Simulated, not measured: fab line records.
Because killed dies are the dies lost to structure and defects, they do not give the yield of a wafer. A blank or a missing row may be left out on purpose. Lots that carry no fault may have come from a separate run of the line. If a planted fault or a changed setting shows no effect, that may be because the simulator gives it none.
Comparing a struck lot with a sound one ; flow n5Finfet ; 39 out of 1938 route steps
Sound: the wafers L811.2, L811.4, L811.6. Wafers L820.2, L820.3, L820.5 were the ones struck. The cause comes at the end.
Order at every step that has rows: each side's tool, ch and its chambers, its first start. Under that, the readings that differ: sound wafers ; struck wafers ; difference of the means ; sigmas: that difference in standard deviations of wafers without a fault.
alike: readings whose means differ by less than 2 such deviations, and words and numbers that are the same on both sides. not compared: withheld readings, readings that some wafer has no value for, bounds like >300 that may hide the same value, and numbers for which the record gives no deviation and whose values overlap.
The two part at a step that has a row with sigmas, a row that says differs or no value, or rows on one side only. Numbers that have no deviation but don't overlap get no sigmas and don't part them. A reading that every wafer of one side lacks parts them only if that side has two wafers or more.

first, 9 steps without rows for these wafers: N5_STI_FIN_REVEAL_SRD_21 (time 30 s); N5_STI_FIN_REVEAL_OXIDATION_33 (chemistry O2 PLASMA REMOTE, time 20 s); N5_STI_FIN_REVEAL_CLEAN_19 (cleans in O3/DIW, time 120 s); N5_STI_FIN_REVEAL_SRD_23 (time 30 s); N5_STI_FIN_REVEAL_PRECLEAN_18 (cleans in SC2, time 45 s); N5_STI_FIN_REVEAL_SRD_28 (time 30 s); N5_DUMMY_GATE_PRECLEAN_00 (cleans in O3/DIW, time 60 s); N5_DUMMY_GATE_SRD_01 (time 30 s); N5_DUMMY_GATE_ALD_02 (deposits SiO2, target thk 2 nm, pulse time 1 s).
N5_DUMMY_GATE_CVD_03: deposits a-Si from SiH4, target thk 150 nm, time 8042 s.
  sound on lpcvd-02 ch 1/45,1/54,1/64, day 4 03:28; struck on lpcvd-01 ch 1/100,1/109,1/95, day 6 06:46
  no value came back on the struck wafers for any of 6 readings (spikeTcBottomC (C), spikeTcCentreC (C) and others); on the sound wafers spikeTcBottomC (C) reads 552.3 552.3 552.3
then, 3 steps without rows for these wafers: N5_DUMMY_GATE_PRECLEAN_46 (cleans in DIW, time 89.5 s); N5_DUMMY_GATE_SRD_47 (dry time 32 s); N5_DUMMY_GATE_CMP_04 (polishes a-Si).
N5_DUMMY_GATE_THK_MEAS_05:
  sound: filmMetro-02 at day 4 07:27; struck: filmMetro-01 at day 6 10:44
reading;sound;struck;difference;sigmas
thkNm (nm);70.6 71.6 72.3;2.0 2.0 2.0;-69.5;-58
then, 21 steps without rows for these wafers: N5_DUMMY_GATE_HM_DEP_06 (deposits SiNx from DCS/NH3, target thk 80 nm, time 5141 s); N5_DUMMY_GATE_PECVD_30 (deposits SiO2 from TEOS/O2, target thk 55 nm, time 10.8 s); N5_DUMMY_GATE_COAT_34 (time 60 s, resist thk 60 nm); N5_DUMMY_GATE_COAT_35 (time 60 s, resist thk 10 nm); N5_DUMMY_GATE_COAT_28 (time 60 s, resist thk 10 nm); N5_DUMMY_GATE_COAT_09 (resist thk 30 nm); N5_DUMMY_GATE_EBR_11; N5_DUMMY_GATE_SOFTBAKE_10 (time 60 s); N5_DUMMY_GATE_EXPOSE_12 (exposes mask GATE, target cd 25 nm); N5_DUMMY_GATE_PEB_13 (peb time 60 s); N5_DUMMY_GATE_DEVELOP_14 (develop time 30 s); N5_DUMMY_GATE_DESCUM_20 (chemistry O2, time 6.2 s); N5_DUMMY_GATE_ETCH_29 (etches underlayer in N2/H2, target depth 13 nm); N5_DUMMY_GATE_ETCH_36 (etches SiARC in CF4, target depth 13 nm); N5_DUMMY_GATE_ETCH_37 (etches SOC in N2/H2, target depth 60 nm, overetch 30 nm); N5_DUMMY_GATE_STRIP_38 (strips in N2/H2); N5_DUMMY_GATE_STRIP_39 (strips in N2/H2); N5_DUMMY_GATE_TRIM_49 (chemistry O2, time 29 s, target cd 14 nm); N5_DUMMY_GATE_STRIP_40 (strips in CF4); N5_DUMMY_GATE_ETCH_31 (etches SiO2 in C4F6/O2, target depth 82.5 nm, time 27.5 s); N5_DUMMY_GATE_STRIP_41 (strips in O2).
N5_DUMMY_GATE_ETCH_44: etches poly-Si in HBr/O2, stops on SiO2, target depth 127.5 nm.
  sound on rieSi-03 ch 1,2, day 4 12:47; struck on rieSi-06 ch 1,2, day 6 16:24
reading;sound;struck;difference;sigmas
model.DUMMY_GATE.featureDepthNm (nm);70.8 71.6 72.4;77.2 75 75.6;+4.3;
model.etch.depthNm (nm);70.69 71.56 72.32;76.15 74.04 74.48;+3.37;
  alike: drypumpMotorCurrentA, oesProductAu, throttleValvePct
  not compared: rfHoursCounterH
N5_DUMMY_GATE_CD_MEAS_24: target cd 15 nm.
  sound: cdSem-01 at day 4 12:55; struck: cdSem-03 at day 6 16:31
reading;sound;struck;difference;sigmas
cdNm (nm);15.2 14.9 14.4;- - -;no value on the struck wafers;
N5_BEOL_M4_RC_MEAS_101:
  the record has rows for the sound wafers here (prober-01 ch 0, day 10 05:07) and none for the struck ones
-- record jumps: 10 days separate the struck wafers' starts on either side; left off in module BEOL_M4, taken up again in module PASSIVATION, whose first shown step is the route's number 1936 --
N5_PASSIVATION_PROBE_49:
  only the struck wafers here have rows in the record (prober-02, day 16 11:37); the sound ones have none

## WHERE THEY PART
At N5_DUMMY_GATE_CVD_03 first; at N5_PASSIVATION_PROBE_49 last (within this record only).

WHY: what the simulator had put in
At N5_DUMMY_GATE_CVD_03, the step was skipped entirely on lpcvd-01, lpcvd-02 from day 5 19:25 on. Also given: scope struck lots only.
